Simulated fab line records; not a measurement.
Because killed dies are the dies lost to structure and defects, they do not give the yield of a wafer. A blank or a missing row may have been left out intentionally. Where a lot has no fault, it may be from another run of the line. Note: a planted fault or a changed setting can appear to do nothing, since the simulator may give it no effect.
fab line records    flow nandHarc    part 2 of 2: steps 32 to 42 of 42
record lots=5  wafers=15  lastDay=31
route steps=1302 shown P_ZERO_WELL@57 P_STI@69
lots with no fault: from the same line, run without faults
startH: hours from the record's first day to the start of the lot's first wafer shown    waitH: how many hours have passed since the lot's step before this one    " same as the row above    L1.1+2: a single row standing in for several wafers    - value missing, or start not given    * or withheld: withheld    < > ~ a bound
route shown NAME@n: a module of which the file shows steps, and the number in the route of the first    usual: the fault-free wafers' mean and standard deviation    same: alike in all rows    chamber/n: place in a boat    sites: the reading at each site    _std_site: standard deviation across them    _edge_site: outer sites' mean less inner sites'    radiusMm: how far each site lies from the wafer's centre    mask NAME#n: copy n    behind: the tool/chamber that last shaped the wafer    hold: why the lot was held/for how many hours/how that ended    device: which transistor (n, p or np) failed to switch    end of line: the route-end tests of the same wafers    where a step has no rows: the recipe by itself    killed: not the wafer's yield, but the dies lost to structure and defects at the first sort    map: dies across one wafer; x = killed, . = not, _ = none there
set.NAME: the run value of the setting; set.NAME@STEP: its run value at that earlier step    model.NAME: the simulator's own value behind a step, which no gauge read
certain route steps with their lots: each step a table, each wafer a row
services: the hour from which a tool's chamber was out of use, counted from the record's first day as startH (under 0 if before that day), plus the number of hours and why
## steps
# step NHARC_P_STI_ETCH_42
# recipe targetDepthA=800  overetchA=240  timeS=61  ionEnergyEv=200  n2FlowSccm=150  h2FlowSccm=150  arFlowSccm=0  rfW=400  biasW=150  chemistry=N2/H2
# usual drypumpMotorCurrentA=5.5/0.32  h2FlowSccm=150.0/0.43  oesProductAu=1.001/0.0077  rfVppV=431/3  showerheadPlenumPTorr=2.04/0.11  throttleValvePct=14.173/0.0086
lot.wafer  tool        chamber  startH  waitH  drypumpMotorCurrentA  h2FlowSccm  oesProductAu  rfHoursCounterH  rfVppV  showerheadPlenumPTorr  throttleValvePct
L075.2     rieDiel-03  3        57.47   0.2    6.0                   150.4       0.996         8                433     2.15                   14.167
L075.6     "           3        "       "      6.0                   150.7       1.001         -                434     2.15                   14.169
L075.5     "           0        "       "      5.0                   150.7       0.998         -                429     1.96                   14.188
L078.3     rieDiel-01  3        84.34   0.1    5.3                   150.3       1.002         4                425     1.91                   14.177
L078.2     "           1        "       "      5.4                   149.9       1.008         4                433     2.06                   14.177
L078.6     "           2        "       "      5.6                   150.4       1.000         -                432     2.12                   14.165
L083.2     rieDiel-03  0        136.08  0.1    5.0                   149.7       0.992         1                428     1.96                   14.162
L083.1     "           2        "       "      6.0                   150.4       1.005         1                429     1.94                   14.178
L083.5     "           1        "       "      6.1                   149.9       0.989         -                427     1.90                   14.166
L088.1     rieDiel-01  2        185.57  0.1    5.7                   149.7       1.001         13               433     2.12                   14.164
L088.4     "           3        "       "      5.3                   150.4       1.014         14               427     1.90                   14.181
L088.6     "           1        "       "      5.4                   148.9       1.015         -                430     2.05                   14.168
L092.1     rieDiel-11  2        226.71  0.1    5.7                   149.7       1.002         8                427     1.94                   14.183
L092.3     "           3        "       "      5.0                   150.0       1.010         8                429     1.99                   14.172
L092.6     "           3        "       "      5.0                   150.0       1.004         -                429     1.99                   14.185
# step NHARC_P_STI_ETCH_31
# recipe targetDepthA=1089  timeS=54.5  cf4FlowSccm=100  chf3FlowSccm=30  arFlowSccm=0  rfW=500  biasW=200  chemistry=CF4/CHF3
# usual drypumpMotorCurrentA=5.5/0.32  oesProductAu=0.961/0.018  rfVppV=370.6/2.6  showerheadPlenumPTorr=1.57/0.076  throttleValvePct=16.803/0.0092
lot.wafer  tool        chamber  startH  waitH  drypumpMotorCurrentA  oesProductAu  rfHoursCounterH  rfVppV  showerheadPlenumPTorr  throttleValvePct
L075.2     rieDiel-03  3        -       -      6.0                   0.950         8                372.0   1.65                   16.812
L075.5     "           2        "       "      5.9                   0.964         -                368.4   1.50                   16.808
L075.6     "           3        "       "      6.0                   0.939         -                373.0   1.65                   16.800
L078.3     rieDiel-01  1        -       -      5.4                   0.978         4                371.6   1.59                   16.825
L078.2     "           3        "       "      5.3                   0.960         4                369.0   1.48                   16.796
L078.6     "           1        "       "      5.4                   0.989         -                371.8   1.59                   16.809
L083.2     rieDiel-03  3        -       -      6.0                   0.965         1                372.8   1.65                   16.800
L083.1     "           0        "       "      5.0                   0.948         1                370.2   1.51                   16.795
L083.5     "           0        "       "      5.0                   0.951         -                369.0   1.51                   16.793
L088.1     rieDiel-01  3        -       -      5.3                   0.980         14               366.9   1.48                   16.810
L088.4     "           0        "       "      5.6                   0.950         14               373.0   1.68                   16.804
L088.6     "           3        "       "      5.3                   0.974         -                366.2   1.48                   16.809
L092.1     rieDiel-11  3        -       -      5.1                   0.968         8                370.5   1.54                   16.807
L092.3     "           1        "       "      5.9                   0.984         7                373.8   1.69                   16.804
L092.6     "           2        "       "      5.7                   0.956         -                367.3   1.50                   16.799
# step NHARC_P_STI_ETCH_15
# recipe targetDepthA=3000  taperDeg=4  timeS=100.1  hbrFlowSccm=150  cl2FlowSccm=50  rfW=400  icpW=400  biasW=100  chemistry=HBr/Cl2
# usual drypumpMotorCurrentA=5.65/0.28  oesProductAu=1.000/0.0072  throttleValvePct=26.406/0.0092
lot.wafer  tool      chamber  startH  waitH  drypumpMotorCurrentA  oesProductAu  rfHoursCounterH  throttleValvePct
L075.2     rieSi-02  2        57.66   -      5.78                  0.990         0.7              26.396
L075.5     "         2        "       "      5.80                  1.004         -                26.413
L075.6     "         3        "       "      5.74                  1.003         -                26.417
L078.3     rieSi-02  0        84.53   -      5.76                  1.011         1.0              26.406
L078.2     "         2        "       "      5.81                  0.997         1.0              26.402
L078.6     "         0        "       "      5.79                  1.001         -                26.408
L083.2     rieSi-03  2        136.27  -      5.97                  0.999         0.4              26.407
L083.1     "         0        "       "      5.16                  1.006         0.5              26.409
L083.5     "         2        "       "      5.98                  1.007         -                26.406
L088.1     rieSi-03  0        185.78  -      5.18                  1.011         0.9              26.406
L088.4     "         1        "       "      6.27                  1.007         0.9              26.413
L088.6     "         2        "       "      5.96                  0.999         -                26.403
L092.3     rieSi-02  0        226.90  -      5.74                  0.991         0.7              26.413
L092.1     "         1        "       "      5.51                  0.996         0.8              26.408
L092.6     "         0        "       "      5.75                  0.995         -                26.401
# step NHARC_P_STI_CD_MEAS_16
# usual cdNm=199.7/2.1
lot.wafer  tool      chamber  startH  waitH  cdNm
L075.2     cdSem-02  -        57.82   -      199.0
L075.5     "         -        "       "      199.1
L075.6     "         -        "       "      198.5
L078.2     cdSem-02  -        84.69   -      197.5
L078.3     "         -        "       "      200.6
L078.6     "         -        "       "      199.9
L083.1     cdSem-03  -        136.44  -      198.7
L083.2     "         -        "       "      200.2
L083.5     "         -        "       "      199.2
L088.1     cdSem-02  -        185.92  -      196.4
L088.4     "         -        "       "      198.1
L088.6     "         -        "       "      197.4
L092.1     cdSem-03  -        227.06  -      199.2
L092.3     "         -        "       "      201.9
L092.6     "         -        "       "      202.8
# step NHARC_P_STI_OCD_MEAS_17
# usual trenchDepthNm=300.5/2.9  trenchFootCdNm=158.1/2
lot.wafer  tool    chamber  startH  waitH  trenchDepthNm  trenchFootCdNm
L075.2     ocd-02  -        57.91   0.1    297.4          157.3
L075.5     "       -        "       "      302.2          158.5
L075.6     "       -        "       "      301.5          156.3
L078.2     ocd-02  -        84.78   0.1    299.2          157.3
L078.3     "       -        "       "      300.4          158.9
L078.6     "       -        "       "      301.5          157.3
L083.1     ocd-02  -        136.52  0.1    305.1          157.1
L083.2     "       -        "       "      302.2          159.7
L083.5     "       -        "       "      303.5          158.7
L088.1     ocd-01  -        186.00  0.1    304.3          153.9
L088.4     "       -        "       "      302.1          157.6
L088.6     "       -        "       "      296.7          155.9
L092.1     ocd-01  -        227.15  0.1    297.7          158.2
L092.3     "       -        "       "      294.8          159.9
L092.6     "       -        "       "      294.3          160.6
# step NHARC_P_STI_STRIP_19
# recipe timeS=900  tempC=130  chemistry=SPM
lot.wafer   tool         chamber  startH  waitH
L075.6+2+5  wetBench-02  7,0,3    57.96   0.0
L078.6+3+2  wetBench-04  6,7,2    84.83   0.0
L083.1+2+5  wetBench-04  0,1,3    136.59  0.1
L088.6+4+1  wetBench-02  7,2,3    186.06  0.0
L092.1+6+3  wetBench-04  5,7,0    227.22  0.1
# step NHARC_P_STI_PRECLEAN_32
# recipe timeS=*  tempC=50  bathAgeMin=0  chemistry=SC1
lot.wafer   tool         chamber  startH  waitH
L075.6+2+5  wetBench-02  7,0,3    -       -
L078.6+3+2  wetBench-04  6,7,2    -       -
L083.1+2+5  wetBench-04  0,1,3    -       -
L088.6+4+1  wetBench-02  7,2,3    -       -
L092.1+6+3  wetBench-04  5,7,0    -       -
# step NHARC_P_STI_SRD_23
lot.wafer   tool         chamber  startH  waitH
L075.6+2+5  wetBench-02  7,0,3    -       -
L078.6+3+2  wetBench-04  6,7,2    -       -
L083.1+2+5  wetBench-04  0,1,3    -       -
L088.6+4+1  wetBench-02  7,2,3    -       -
L092.1+6+3  wetBench-04  5,7,0    -       -
# step NHARC_P_STI_OCD_MEAS_43
# usual trenchDepthNm=300.5/2.9  trenchFootCdNm=158.1/1.9
lot.wafer  tool    chamber  startH  waitH  trenchDepthNm  trenchFootCdNm
L075.2     ocd-01  -        58.42   -      299.0          158.0
L075.5     "       -        "       "      302.3          158.4
L075.6     "       -        "       "      301.2          156.1
L078.2     ocd-01  -        85.29   -      299.3          157.1
L078.3     "       -        "       "      300.7          158.0
L078.6     "       -        "       "      301.7          157.3
L083.1     ocd-01  -        137.03  -      304.8          157.3
L083.2     "       -        "       "      302.7          159.8
L083.5     "       -        "       "      303.7          159.1
L088.1     ocd-02  -        186.51  -      304.1          153.9
L088.4     "       -        "       "      302.4          156.8
L088.6     "       -        "       "      297.4          156.2
L092.1     ocd-02  -        227.66  -      297.0          158.2
L092.3     "       -        "       "      294.5          160.3
L092.6     "       -        "       "      294.5          161.1
# step NHARC_P_STI_OXIDE_33
# recipe targetThkA=100  tempC=1000  oxTimeS=281  material=SiO2
# usual oxTempC=1000.0/0.4  zonePowerUpperPct=24.5/2.2
lot.wafer  tool        chamber  startH  waitH  oxTempC  zonePowerUpperPct
L075.2     furnace-04  0        62.11   3.7    999.6    22.2
L075.5     "           0        "       "      999.7    22.1
L075.6     "           0        "       "      999.8    22.1
L078.2     furnace-06  0        90.38   5.1    1000.2   23.6
L078.3     "           0        "       "      1000.2   23.7
L078.6     "           0        "       "      999.8    23.9
L083.1     furnace-04  0        140.72  3.7    1000.1   21.7
L083.2     "           0        "       "      1000.0   22.3
L083.5     "           0        "       "      999.5    22.2
L088.1     furnace-06  0        189.50  3.0    1000.1   23.5
L088.4     "           0        "       "      999.8    23.9
L088.6     "           0        "       "      999.9    23.6
L092.1     furnace-06  0        231.51  3.8    999.9    23.4
L092.3     "           0        "       "      999.6    23.6
L092.6     "           0        "       "      999.6    23.9
# step NHARC_P_STI_HDPCVD_20
# recipe targetThkA=withheld  sigmaOpenFrac=withheld  material=SiO2
lot.wafer   tool       chamber  startH  waitH
L075.2+5+6  hdpcvd-01  0,0,1    66.87   0.4
L078.2+3+6  hdpcvd-01  1,0,1    95.11   0.5
L083.2+1+5  hdpcvd-01  1,0,1    145.42  0.4
L088.1+4+6  hdpcvd-01  1,0,1    198.49  4.6
L092.1+3+6  hdpcvd-01  1,1,0    236.32  0.5
## services
tool           chamber  startH  hours  kind
rieDiel-01     -        27.03   9.0    pm
wetBench-02    -        34.70   5.0    repair
wetBench-04    -        47.34   12.8   repair
lithoTrack-02  -        52.00   7.0    pm
wetBench-02    -        68.00   8.0    pm
lithoTrack-07  -        76.00   7.0    pm
rieDiel-03     -        84.36   2.1    repair
wetBench-05    -        84.80   8.0    pm
lithoTrack-03  -        100.00  7.0    pm
wetBench-01    -        101.60  8.0    pm
rieDiel-03     -        104.30  9.0    pm
wetBench-02    -        112.04  2.0    repair
furnace-05     -        116.37  26.0   pm
lithoTrack-05  -        124.00  7.0    pm
wetBench-01    -        153.39  2.2    repair
wetBench-09    -        176.80  8.0    pm
implanter-01   -        180.66  6.5    repair
hdpcvd-01      -        185.00  13.0   pm
rieDiel-01     1        195.74  3.0    repair
rieDiel-01     3        201.20  7.4    repair
rieDiel-01     -        204.03  9.0    pm
lithoTrack-02  -        227.00  7.0    pm
rieDiel-03     0        233.25  38.7   repair
wetBench-04    -        236.12  8.0    pm
